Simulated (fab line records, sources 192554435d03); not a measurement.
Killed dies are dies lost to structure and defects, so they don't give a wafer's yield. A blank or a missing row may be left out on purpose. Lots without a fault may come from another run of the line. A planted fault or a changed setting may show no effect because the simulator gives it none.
Which tool did it? | flow n5_finfet | 23 lots, 69 wafers sampled, at 5 steps of a route of 1938

WHAT THE GAUGES READ, wafer by wafer
N5_SD_ACTIVATION_INSPECT_02: inspects for defects (darkfield).
lot  | measured    | on                | raw_defect_count
L074 | day 3 10:07 | defect_inspect-02 | 193 181 230
L075 | day 3 14:19 | defect_inspect-01 | 247 192 179
L076 | day 3 23:09 | defect_inspect-01 | 149 192 115
L077 | day 4 04:24 | defect_inspect-02 | 167 156 174
L078 | day 4 09:57 | defect_inspect-02 | 170 107 233
L079 | day 4 16:15 | defect_inspect-01 | 167 142 186
L081 | day 5 03:59 | defect_inspect-02 | 177 132 175
L082 | day 5 08:49 | defect_inspect-02 | 142 195 195
L083 | day 5 15:36 | defect_inspect-02 | 135 227 140
L084 | day 6 00:57 | defect_inspect-01 | 165 171 183
L085 | day 6 04:44 | defect_inspect-01 | 176 173 128
L086 | day 6 13:56 | defect_inspect-01 | 202 209 154
L087 | day 6 20:01 | defect_inspect-01 | 137 195 157
L088 | day 6 21:20 | defect_inspect-02 | 196 166 205
L089 | day 7 05:12 | defect_inspect-01 | 204 186 195
L090 | day 7 09:18 | defect_inspect-01 | 119 106 127
L091 | day 7 14:54 | defect_inspect-01 | 79 111 147
L092 | day 7 20:49 | defect_inspect-02 | 131 129 156
L093 | day 8 04:31 | defect_inspect-02 | 205 156 174
L094 | day 8 08:01 | defect_inspect-02 | 269 225 208
L095 | day 8 15:37 | defect_inspect-02 | 151 160 162
L096 | day 8 21:55 | defect_inspect-02 | 141 235 251
L097 | day 9 04:43 | defect_inspect-02 | 114 129 162

WHICH TOOL RAN EACH LOT (tool, then ch and the chambers of the sampled wafers, then the start)
lot  | N5_SD_EPI_N_STRIP_38                | N5_SD_EPI_P_DESCUM_14             | N5_SD_EPI_P_ETCH_47               | N5_SD_ACTIVATION_LSA_01
L074 | plasma_asher-01 ch 0,1, day 3 01:07 | rie_diel-01 ch 0,1,2, day 3 04:47 | rie_diel-01 ch 0,1,2, day 3 05:18 | laser_anneal-01 ch 0, day 3 09:36
L075 | plasma_asher-02 ch 0,1, day 3 06:19 | rie_diel-04 ch 2,3, day 3 09:51   | rie_diel-04 ch 2,3, day 3 10:22   | laser_anneal-02 ch 0, day 3 13:50
L076 | plasma_asher-01 ch 0,1, day 3 13:43 | rie_diel-01 ch 2,3, day 3 17:46   | rie_diel-01 ch 2,3, day 3 18:17   | laser_anneal-01 ch 0, day 3 22:37
L077 | plasma_asher-01 ch 0,1, day 3 19:23 | rie_diel-05 ch 1,2,3, day 3 23:53 | rie_diel-05 ch 1,2,3, day 4 00:25 | laser_anneal-02 ch 0, day 4 03:52
L078 | plasma_asher-01 ch 0,1, day 4 00:37 | rie_diel-04 ch 1,3, day 4 05:20   | rie_diel-04 ch 1,3, day 4 05:52   | laser_anneal-01 ch 0, day 4 09:27
L079 | plasma_asher-02 ch 0,1, day 4 08:02 | rie_diel-04 ch 1,3, day 4 11:44   | rie_diel-04 ch 1,3, day 4 12:16   | laser_anneal-02 ch 0, day 4 15:44
L081 | plasma_asher-02 ch 0,1, day 4 19:29 | rie_diel-01 ch 1,2,3, day 4 23:31 | rie_diel-01 ch 1,2,3, day 5 00:02 | laser_anneal-02 ch 0, day 5 03:28
L082 | plasma_asher-01 ch 0, day 5 00:20   | rie_diel-04 ch 1,2, day 5 04:21   | rie_diel-04 ch 1,2, day 5 04:52   | laser_anneal-01 ch 0, day 5 08:19
L083 | plasma_asher-01 ch 0,1, day 5 07:27 | rie_diel-05 ch 1,3, day 5 11:07   | rie_diel-05 ch 1,3, day 5 11:38   | laser_anneal-02 ch 0, day 5 15:04
L084 | plasma_asher-02 ch 0, day 5 16:47   | rie_diel-04 ch 0,1,3, day 5 20:28 | rie_diel-04 ch 0,1,3, day 5 20:59 | laser_anneal-01 ch 0, day 6 00:27
L085 | plasma_asher-01 ch 0,1, day 5 20:37 | rie_diel-01 ch 0,1,2, day 6 00:16 | rie_diel-01 ch 0,1,2, day 6 00:47 | laser_anneal-01 ch 0, day 6 04:13
L086 | plasma_asher-02 ch 0,1, day 6 05:19 | rie_diel-05 ch 2,3, day 6 09:08   | rie_diel-05 ch 2,3, day 6 09:56   | laser_anneal-02 ch 0, day 6 13:28
L087 | plasma_asher-01 ch 0,1, day 6 11:56 | rie_diel-01 ch 1,2,3, day 6 15:32 | rie_diel-01 ch 1,2,3, day 6 16:03 | laser_anneal-01 ch 0, day 6 19:32
L088 | plasma_asher-01 ch 0,1, day 6 13:15 | rie_diel-05 ch 1,2, day 6 16:47   | rie_diel-05 ch 1,2, day 6 17:18   | laser_anneal-02 ch 0, day 6 20:48
L089 | plasma_asher-02 ch 0,1, day 6 20:32 | rie_diel-04 ch 1,2, day 7 00:44   | rie_diel-04 ch 1,2, day 7 01:14   | laser_anneal-01 ch 0, day 7 04:40
L090 | plasma_asher-02 ch 0,1, day 7 01:11 | rie_diel-05 ch 1,2,3, day 7 04:43 | rie_diel-05 ch 1,2,3, day 7 05:13 | laser_anneal-02 ch 0, day 7 08:50
L091 | plasma_asher-01 ch 1, day 7 06:53   | rie_diel-04 ch 0,2,3, day 7 10:25 | rie_diel-04 ch 0,2,3, day 7 10:56 | laser_anneal-01 ch 0, day 7 14:25
L092 | plasma_asher-01 ch 0,1, day 7 11:49 | rie_diel-04 ch 0,2,3, day 7 16:21 | rie_diel-04 ch 0,2,3, day 7 16:52 | laser_anneal-02 ch 0, day 7 20:18
L093 | plasma_asher-01 ch 0,1, day 7 20:17 | rie_diel-04 ch 0,2, day 7 23:49   | rie_diel-04 ch 0,2, day 8 00:20   | laser_anneal-01 ch 0, day 8 03:59
L094 | plasma_asher-01 ch 0,1, day 7 23:47 | rie_diel-05 ch 1,2,3, day 8 03:33 | rie_diel-05 ch 1,2,3, day 8 04:04 | laser_anneal-02 ch 0, day 8 07:29
L095 | plasma_asher-02 ch 0,1, day 8 06:30 | rie_diel-01 ch 2,3, day 8 11:09   | rie_diel-01 ch 2,3, day 8 11:40   | laser_anneal-01 ch 0, day 8 15:05
L096 | plasma_asher-02 ch 0,1, day 8 12:02 | rie_diel-05 ch 0,1, day 8 17:26   | rie_diel-05 ch 0,1, day 8 17:57   | laser_anneal-02 ch 0, day 8 21:25
L097 | plasma_asher-01 ch 0, day 8 19:41   | rie_diel-01 ch 1,3, day 9 00:14   | rie_diel-01 ch 1,3, day 9 00:44   | laser_anneal-02 ch 0, day 9 04:11
- N5_SD_EPI_N_STRIP_38: strips in N2/H2.
- N5_SD_EPI_P_DESCUM_14: chemistry O2, time 7.9 s.
- N5_SD_EPI_P_ETCH_47: etches SiOCN in CH3F/O2, target depth 25 nm.
- N5_SD_ACTIVATION_LSA_01: time 0.0008 s.

WHAT THE TOOLS THEMSELVES READ (means of the sampled wafers that have a number; where no wafer has one, the mark that the record gives instead)
N5_SD_EPI_N_STRIP_38.
lot  | tool            | drypump_motor_current_A (A) | heater_power_w (W) | oes_product_au (a.u.)
L074 | plasma_asher-01 | 6.3                         | 345                | 0.771
L075 | plasma_asher-02 | 5.3                         | 360                | 0.774
L076 | plasma_asher-01 | 6.3                         | 349                | 0.765
L077 | plasma_asher-01 | 6.3                         | 343                | 0.766
L078 | plasma_asher-01 | 6.3                         | 343                | 0.756
L079 | plasma_asher-02 | 5.3                         | 356                | 0.760
L081 | plasma_asher-02 | 5.2                         | 357                | 0.762
L082 | plasma_asher-01 | 6.5                         | 341                | 0.756
L083 | plasma_asher-01 | 6.1                         | 347                | 0.760
L084 | plasma_asher-02 | 5.2                         | 353                | 0.747
L085 | plasma_asher-01 | 6.1                         | 346                | 0.767
L086 | plasma_asher-02 | 5.2                         | 358                | 0.766
L087 | plasma_asher-01 | 6.3                         | 344                | 0.767
L088 | plasma_asher-01 | 6.3                         | 342                | 0.756
L089 | plasma_asher-02 | 5.2                         | 354                | 0.763
L090 | plasma_asher-02 | 5.2                         | 360                | 0.754
L091 | plasma_asher-01 | 6.1                         | 351                | 0.763
L092 | plasma_asher-01 | 6.3                         | 345                | 0.751
L093 | plasma_asher-01 | 6.3                         | 342                | 0.768
L094 | plasma_asher-01 | 6.2                         | 349                | 0.759
L095 | plasma_asher-02 | 5.2                         | 363                | 0.758
L096 | plasma_asher-02 | 5.3                         | 363                | 0.760
L097 | plasma_asher-01 | 6.5                         | 342                | 0.750

N5_SD_EPI_P_DESCUM_14.
lot  | tool        | drypump_motor_current_A (A) | oes_product_au (a.u.) | rf_vpp_V (V) | showerhead_plenum_p_Torr (Torr) | throttle_valve_pct (%)
L074 | rie_diel-01 | 5.8                         | 0.84                  | 243.0        | 2.09                            | 20.31
L075 | rie_diel-04 | 5.7                         | 0.70                  | 241.1        | 1.99                            | 20.55
L076 | rie_diel-01 | 5.7                         | 0.83                  | 242.7        | 2.09                            | 20.34
L077 | rie_diel-05 | 5.9                         | 0.80                  | 242.5        | 2.10                            | 20.45
L078 | rie_diel-04 | 5.7                         | 0.77                  | 242.3        | 2.08                            | 20.57
L079 | rie_diel-04 | 5.7                         | 0.77                  | 243.4        | 2.08                            | 20.58
L081 | rie_diel-01 | 5.8                         | 0.85                  | 242.6        | 2.06                            | 20.26
L082 | rie_diel-04 | 5.7                         | 0.76                  | 243.1        | 2.06                            | 20.41
L083 | rie_diel-05 | 6.1                         | 0.78                  | 242.7        | 2.08                            | 20.43
L084 | rie_diel-04 | 5.6                         | 0.79                  | 243.2        | 2.10                            | 20.47
L085 | rie_diel-01 | 5.8                         | 0.81                  | 243.3        | 2.08                            | 20.33
L086 | rie_diel-05 | 5.9                         | 0.75                  | 244.5        | 2.13                            | 20.41
L087 | rie_diel-01 | 5.8                         | 0.83                  | 242.9        | 2.06                            | 20.30
L088 | rie_diel-05 | 5.6                         | 0.80                  | 242.6        | 2.09                            | 20.57
L089 | rie_diel-04 | 5.7                         | 0.96                  | 245.1        | 2.23                            | 20.15
L090 | rie_diel-05 | 5.9                         | 0.77                  | 243.9        | 2.09                            | 20.48
L091 | rie_diel-04 | 5.4                         | 0.80                  | 243.6        | 2.10                            | 20.33
L092 | rie_diel-04 | 5.5                         | 0.80                  | 242.4        | 2.10                            | 20.35
L093 | rie_diel-04 | 5.4                         | 0.88                  | 244.7        | 2.18                            | 20.12
L094 | rie_diel-05 | 5.9                         | 0.76                  | 242.5        | 2.09                            | 20.50
L095 | rie_diel-01 | 5.7                         | 0.79                  | 243.4        | 2.08                            | 20.39
L096 | rie_diel-05 | 6.0                         | 0.91                  | 243.8        | 2.12                            | 20.48
L097 | rie_diel-01 | 6.2                         | 0.82                  | 242.6        | 2.04                            | 20.14

N5_SD_EPI_P_ETCH_47.
lot  | tool        | O2_flow_sccm (sccm) | drypump_motor_current_A (A) | oes_product_au (a.u.) | rf_vpp_V (V) | showerhead_plenum_p_Torr (Torr) | throttle_valve_pct (%)
L074 | rie_diel-01 | 20.03               | 5.9                         | 0.83                  | 125.1        | 2.00                            | 16.19
L075 | rie_diel-04 | 20.02               | 5.6                         | 0.69                  | 126.4        | 1.90                            | 16.40
L076 | rie_diel-01 | 20.06               | 5.7                         | 0.82                  | 126.4        | 2.01                            | 16.27
L077 | rie_diel-05 | 19.97               | 5.9                         | 0.80                  | 127.9        | 2.01                            | 16.35
L078 | rie_diel-04 | 20.02               | 5.8                         | 0.78                  | 127.3        | 1.97                            | 16.36
L079 | rie_diel-04 | 19.98               | 5.7                         | 0.77                  | 127.2        | 1.97                            | 16.36
L081 | rie_diel-01 | 20.00               | 5.8                         | 0.84                  | 125.0        | 1.99                            | 16.20
L082 | rie_diel-04 | 19.98               | 5.6                         | 0.75                  | 127.5        | 1.97                            | 16.35
L083 | rie_diel-05 | 19.97               | 6.1                         | 0.78                  | 125.0        | 1.98                            | 16.37
L084 | rie_diel-04 | 19.97               | 5.5                         | 0.79                  | 126.2        | 2.01                            | 16.30
L085 | rie_diel-01 | 19.96               | 5.9                         | 0.81                  | 126.2        | 1.99                            | 16.23
L086 | rie_diel-05 | 20.03               | 5.9                         | 0.75                  | 125.9        | 2.04                            | 16.34
L087 | rie_diel-01 | 19.99               | 5.8                         | 0.83                  | 125.0        | 1.98                            | 16.21
L088 | rie_diel-05 | 19.95               | 5.6                         | 0.81                  | 129.6        | 1.99                            | 16.42
L089 | rie_diel-04 | 19.96               | 5.7                         | 0.95                  | 129.7        | 2.13                            | 16.05
L090 | rie_diel-05 | 19.98               | 5.9                         | 0.78                  | 126.7        | 2.00                            | 16.40
L091 | rie_diel-04 | 20.01               | 5.5                         | 0.81                  | 126.3        | 2.01                            | 16.23
L092 | rie_diel-04 | 20.03               | 5.5                         | 0.79                  | 125.9        | 2.01                            | 16.23
L093 | rie_diel-04 | 20.00               | 5.4                         | 0.87                  | 127.5        | 2.09                            | 16.06
L094 | rie_diel-05 | 20.06               | 5.9                         | 0.77                  | 127.3        | 2.00                            | 16.41
L095 | rie_diel-01 | 19.93               | 5.7                         | 0.79                  | 126.6        | 2.00                            | 16.33
L096 | rie_diel-05 | 19.99               | 6.0                         | 0.89                  | 128.9        | 2.01                            | 16.26
L097 | rie_diel-01 | 20.00               | 6.2                         | 0.80                  | 124.6        | 1.97                            | 16.13

N5_SD_ACTIVATION_LSA_01.
lot  | tool            | wafer_temp_C_max
L074 | laser_anneal-01 | 1087.0
L075 | laser_anneal-02 | 1085.7
L076 | laser_anneal-01 | 1087.1
L077 | laser_anneal-02 | 1085.0
L078 | laser_anneal-01 | 1085.9
L079 | laser_anneal-02 | 1085.3
L081 | laser_anneal-02 | 1085.9
L082 | laser_anneal-01 | 1089.7
L083 | laser_anneal-02 | 1084.9
L084 | laser_anneal-01 | 1086.6
L085 | laser_anneal-01 | 1087.5
L086 | laser_anneal-02 | 1085.0
L087 | laser_anneal-01 | 1084.9
L088 | laser_anneal-02 | 1085.5
L089 | laser_anneal-01 | 1088.4
L090 | laser_anneal-02 | 1084.7
L091 | laser_anneal-01 | 1086.6
L092 | laser_anneal-02 | 1084.3
L093 | laser_anneal-01 | 1087.6
L094 | laser_anneal-02 | 1085.1
L095 | laser_anneal-01 | 1088.3
L096 | laser_anneal-02 | 1085.3
L097 | laser_anneal-02 | 1084.5

THE ANSWER, worked out from the rows above alone
Rule: what is usual is taken from the lots themselves. Put in order of their means at a reading, lots are off if they are a third of the lots or fewer, leave a main group of 4 or more, and stand apart from it by a gap of 3 or more times the standard deviation of the main group's means; of several such gaps the widest counts. A main group whose means are all the same, to the digits that the tables above print for the reading, isn't used. A lot without any number at a reading at which 4 lots or more have one is off too. The other lots that the step has rows for count as sound. The gauges are gone through in route order, then the tools' own readings, and for those a lot's mean is taken as printed above. The first step at which some lot is off is used, and at that step the reading that is off furthest; a lot without a number counts as furthest.
No lot is off at any reading shown: from this, nothing can be told.

WHAT THE SIMULATOR HAD PUT IN
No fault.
